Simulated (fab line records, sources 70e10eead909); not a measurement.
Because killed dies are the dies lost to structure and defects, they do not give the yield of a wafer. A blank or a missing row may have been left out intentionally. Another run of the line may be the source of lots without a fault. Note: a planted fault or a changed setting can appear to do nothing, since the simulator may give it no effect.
Which of the tools did it? | flow nand-harc | 24 lots, 72 wafers sampled, at 3 steps of a route of 1302

== WHAT EACH GAUGE READ, for each wafer ==
NHARC_A_CHANNEL_FILL_D2_INSPECT_13.
lot  | measured     | on                | raw-defect-count
L074 | day 15 10:57 | defect-inspect-01 | 478 466 449
L075 | day 15 14:32 | defect-inspect-01 | 265 315 372
L076 | day 16 04:12 | defect-inspect-02 | 398 481 472
L077 | day 16 18:13 | defect-inspect-02 | 309 307 534
L078 | day 17 03:30 | defect-inspect-02 | 376 310 293
L079 | day 17 07:46 | defect-inspect-02 | 396 307 377
L080 | day 17 19:20 | defect-inspect-02 | 704 517 726
L081 | day 17 19:21 | defect-inspect-01 | 366 490 470
L082 | day 18 17:02 | defect-inspect-01 | 487 366 634
L083 | day 18 17:02 | defect-inspect-02 | 551 479 390
L084 | day 19 20:04 | defect-inspect-01 | 403 234 373
L085 | day 19 19:54 | defect-inspect-01 | 337 268 272
L086 | day 20 09:01 | defect-inspect-01 | 200 410 354
L087 | day 21 05:20 | defect-inspect-02 | 268 348 343
L088 | day 21 16:02 | defect-inspect-02 | 247 206 170
L089 | day 21 15:54 | defect-inspect-02 | 393 413 304
L090 | day 22 05:05 | defect-inspect-02 | 417 425 494
L091 | day 22 12:32 | defect-inspect-02 | 275 267 332
L092 | day 22 12:24 | defect-inspect-01 | 490 346 411
L093 | day 23 10:23 | defect-inspect-01 | 435 372 392
L094 | day 24 00:41 | defect-inspect-01 | 441 518 509
L095 | day 24 08:48 | defect-inspect-01 | 265 248 267
L096 | day 25 07:41 | defect-inspect-02 | 627 560 544
L097 | day 25 07:41 | defect-inspect-01 | 422 248 301

== TOOL THAT RAN EACH LOT (tool first, then ch and the chambers of the sampled wafers, then the start) ==
lot  | NHARC_A_CHANNEL_FILL_D2_ALD_03                 | NHARC_A_CHANNEL_FILL_D2_RTA_24
L074 | ald-sin-batch-01 ch 0, day 15 10:45 or earlier | rtp-anneal-01 ch 0, day 15 10:45
L075 | ald-sin-batch-01 ch 0, day 15 14:22 or earlier | rtp-anneal-02 ch 0, day 15 14:22
L076 | ald-sin-batch-02 ch 0, day 16 04:04 or earlier | rtp-anneal-02 ch 0, day 16 04:04
L077 | ald-sin-batch-01 ch 0, day 16 18:03 or earlier | rtp-anneal-02 ch 0, day 16 18:03
L078 | ald-sin-batch-01 ch 0, day 17 03:19 or earlier | rtp-anneal-02 ch 0, day 17 03:19
L079 | ald-sin-batch-03 ch 0, day 17 07:34 or earlier | rtp-anneal-02 ch 0, day 17 07:34
L080 | ald-sin-batch-01 ch 0, day 17 19:12 or earlier | rtp-anneal-01 ch 0, day 17 19:12
L081 | ald-sin-batch-01 ch 0, day 17 19:09 or earlier | rtp-anneal-02 ch 0, day 17 19:09
L082 | ald-sin-batch-03 ch 0, day 18 16:54 or earlier | rtp-anneal-01 ch 0, day 18 16:54
L083 | ald-sin-batch-03 ch 0, day 18 16:52 or earlier | rtp-anneal-02 ch 0, day 18 16:52
L084 | ald-sin-batch-03 ch 0, day 19 19:54 or earlier | rtp-anneal-01 ch 0, day 19 19:54
L085 | ald-sin-batch-01 ch 0, day 19 19:47 or earlier | rtp-anneal-02 ch 0, day 19 19:47
L086 | ald-sin-batch-02 ch 0, day 20 08:52 or earlier | rtp-anneal-02 ch 0, day 20 08:52
L087 | ald-sin-batch-03 ch 0, day 21 05:10 or earlier | rtp-anneal-02 ch 0, day 21 05:10
L088 | ald-sin-batch-02 ch 0, day 21 15:50 or earlier | rtp-anneal-01 ch 0, day 21 15:50
L089 | ald-sin-batch-02 ch 0, day 21 15:42 or earlier | rtp-anneal-02 ch 0, day 21 15:42
L090 | ald-sin-batch-01 ch 0, day 22 04:56 or earlier | rtp-anneal-02 ch 0, day 22 04:56
L091 | ald-sin-batch-01 ch 0, day 22 12:22 or earlier | rtp-anneal-01 ch 0, day 22 12:22
L092 | ald-sin-batch-02 ch 0, day 22 12:12 or earlier | rtp-anneal-02 ch 0, day 22 12:12
L093 | ald-sin-batch-03 ch 0, day 23 10:14 or earlier | rtp-anneal-02 ch 0, day 23 10:14
L094 | ald-sin-batch-03 ch 0, day 24 00:29 or earlier | rtp-anneal-01 ch 0, day 24 00:29
L095 | ald-sin-batch-02 ch 0, day 24 08:38 or earlier | rtp-anneal-01 ch 0, day 24 08:38
L096 | ald-sin-batch-03 ch 0, day 25 07:33 or earlier | rtp-anneal-02 ch 0, day 25 07:33
L097 | ald-sin-batch-03 ch 0, day 25 07:33 or earlier | rtp-anneal-01 ch 0, day 25 07:33
- NHARC_A_CHANNEL_FILL_D2_ALD_03: deposits SiNx, target thk 6 nm, pulse time 60 s, ald cycles 58.
- NHARC_A_CHANNEL_FILL_D2_RTA_24: time 5 s.

== WHAT THE TOOLS THEMSELVES READ (means of the sampled wafers that have a number; where no wafer has one, the mark that the record gives instead) ==
NHARC_A_CHANNEL_FILL_D2_ALD_03.
lot  | tool             | precursor-pulse-height-rel
L074 | ald-sin-batch-01 | 1.016
L075 | ald-sin-batch-01 | 1.010
L076 | ald-sin-batch-02 | 1.011
L077 | ald-sin-batch-01 | 1.001
L078 | ald-sin-batch-01 | 0.995
L079 | ald-sin-batch-03 | 1.003
L080 | ald-sin-batch-01 | 0.988
L081 | ald-sin-batch-01 | 0.980
L082 | ald-sin-batch-03 | 0.991
L083 | ald-sin-batch-03 | 0.998
L084 | ald-sin-batch-03 | 1.000
L085 | ald-sin-batch-01 | 1.007
L086 | ald-sin-batch-02 | 0.979
L087 | ald-sin-batch-03 | 1.007
L088 | ald-sin-batch-02 | 1.004
L089 | ald-sin-batch-02 | 1.024
L090 | ald-sin-batch-01 | 1.006
L091 | ald-sin-batch-01 | 1.013
L092 | ald-sin-batch-02 | 1.012
L093 | ald-sin-batch-03 | 1.009
L094 | ald-sin-batch-03 | 1.003
L095 | ald-sin-batch-02 | 0.998
L096 | ald-sin-batch-03 | 0.997
L097 | ald-sin-batch-03 | 1.002

NHARC_A_CHANNEL_FILL_D2_RTA_24.
lot  | tool          | lamp-power-pct (%) | lamp_zone_3_pct (%) | wafer_temp_C_max
L074 | rtp-anneal-01 | 29                 | 29                  | 1003.2
L075 | rtp-anneal-02 | 35                 | 35                  | 1005.1
L076 | rtp-anneal-02 | 35                 | 35                  | 1006.0
L077 | rtp-anneal-02 | 35                 | 35                  | 1006.5
L078 | rtp-anneal-02 | 35                 | 35                  | 1006.0
L079 | rtp-anneal-02 | 35                 | 35                  | 1004.0
L080 | rtp-anneal-01 | 29                 | 29                  | 1003.9
L081 | rtp-anneal-02 | 35                 | 35                  | 1005.8
L082 | rtp-anneal-01 | 29                 | 29                  | 1004.0
L083 | rtp-anneal-02 | 35                 | 35                  | 1005.7
L084 | rtp-anneal-01 | 29                 | 29                  | 1004.0
L085 | rtp-anneal-02 | 35                 | 35                  | 1005.4
L086 | rtp-anneal-02 | 35                 | 35                  | 1006.2
L087 | rtp-anneal-02 | 35                 | 35                  | 1006.1
L088 | rtp-anneal-01 | 29                 | 29                  | 1004.8
L089 | rtp-anneal-02 | 35                 | 35                  | 1005.9
L090 | rtp-anneal-02 | 35                 | 35                  | 1005.6
L091 | rtp-anneal-01 | 29                 | 29                  | 1004.7
L092 | rtp-anneal-02 | 35                 | 35                  | 1006.9
L093 | rtp-anneal-02 | 35                 | 35                  | 1005.9
L094 | rtp-anneal-01 | 29                 | 29                  | 1002.8
L095 | rtp-anneal-01 | 29                 | 29                  | 1003.2
L096 | rtp-anneal-02 | 35                 | 35                  | 1005.4
L097 | rtp-anneal-01 | 29                 | 29                  | 1003.7

== THE ANSWER, worked out from the rows above alone ==
Rule: the lots themselves supply what counts as usual. The widest of any qualifying gaps counts: lots, ordered by their means at a reading, are off when they make up no more than a third of the lots, leave a main group of 4 or more, and stand apart from it by 3 or more times the standard deviation of that group's means. Not used: any main group whose means are identical at the precision the tables above print for the reading. Also off: a lot with no number at a reading for which 4 or more lots have one. The other lots that the step has rows for count as sound. Order of review: gauges by route order, followed by the tools' own readings, for which a lot's mean as printed above is used. The first step at which some lot is off is used, and at that step the reading that is off furthest; a lot without a number counts as furthest.
None of the lots is off at any reading shown; this tells nothing.

== WHAT WAS PUT IN BY THE SIMULATOR ==
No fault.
